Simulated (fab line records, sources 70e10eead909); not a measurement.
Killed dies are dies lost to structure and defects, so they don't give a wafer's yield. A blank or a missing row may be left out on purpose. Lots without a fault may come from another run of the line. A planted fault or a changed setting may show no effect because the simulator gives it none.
Chamber matching | flow nand_harc | NHARC_A_STAIRCASE_CMP_472 on cmp-03: 4 sister chambers
The step polishes SiO2. 30 wafers are shown with their chamber, then 12 later ones without.

WAFERS WITH THEIR CHAMBER
wafer  | chamber | motor_current_A (A)
L075.2 | 1       | 12.7
L075.3 | 3       | 13.3
L075.6 | 3       | 13.4
L077.1 | 2       | 13.8
L077.4 | 0       | 11.6
L077.6 | 1       | 12.9
L078.1 | 3       | 13.6
L078.4 | 1       | 12.8
L078.5 | 2       | 12.8
L083.3 | 0       | 11.3
L083.5 | 1       | 12.9
L083.6 | 0       | 11.5
L084.1 | 1       | 12.1
L084.3 | 2       | 13.0
L084.5 | 3       | 14.0
L088.2 | 1       | 12.6
L088.5 | 1       | 12.4
L088.6 | 2       | 13.8
L089.1 | 1       | 13.1
L089.4 | 2       | 12.2
L089.5 | 1       | 12.4
L089.2 | 3       | 13.4
L089.3 | 0       | 11.0
L089.6 | 2       | 12.7
L092.2 | 2       | 12.7
L092.5 | 3       | 13.7
L092.6 | 2       | 13.6
L097.3 | 2       | 13.0
L097.4 | 0       | 11.4
L097.6 | 1       | 13.0

SIGNATURES (means of the wafers above)
reading         | chamber 0 | chamber 1 | chamber 2 | chamber 3 | scatter within a chamber
motor_current_A | 11.360    | 12.690    | 13.067    | 13.567    | 0.387
Rule: a wafer's distance from a chamber is the root of the sum, over the readings, of the square of ((its reading less the chamber's mean) divided by the reading's scatter). The wafer belongs to the nearest chamber; if the next one is less than 2 further off, it can't be placed. The scatter: the root of (the sum of the squares of (reading less its chamber's mean) over the shown wafers, divided by (wafers less chambers)).

WAFERS WITHOUT THEIR CHAMBER
wafer  | motor_current_A (A)
L097.1 | 12.6
L097.2 | 13.9
L097.5 | 11.3
L096.2 | 12.7
L096.5 | 11.6
L096.6 | 12.6
L093.1 | 11.6
L093.2 | 13.7
L093.5 | 12.5
L095.1 | 11.2
L095.2 | 12.7
L095.6 | 13.7

WHICH CHAMBER EACH WENT THROUGH
wafer  | from the rows above     | in truth
L097.1 | can't be placed: 1 or 2 | 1
L097.2 | can't be placed: 3 or 2 | 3
L097.5 | 0                       | 0
L096.2 | can't be placed: 1 or 2 | 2
L096.5 | 0                       | 0
L096.6 | can't be placed: 1 or 2 | 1
L093.1 | 0                       | 0
L093.2 | can't be placed: 3 or 2 | 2
L093.5 | can't be placed: 1 or 2 | 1
L095.1 | 0                       | 0
L095.2 | can't be placed: 1 or 2 | 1
L095.6 | can't be placed: 3 or 2 | 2
Placed correctly: 4 of 12. Can't be placed from these rows: 8 (the true chamber is among the candidates in 8). Placed wrongly: 0.
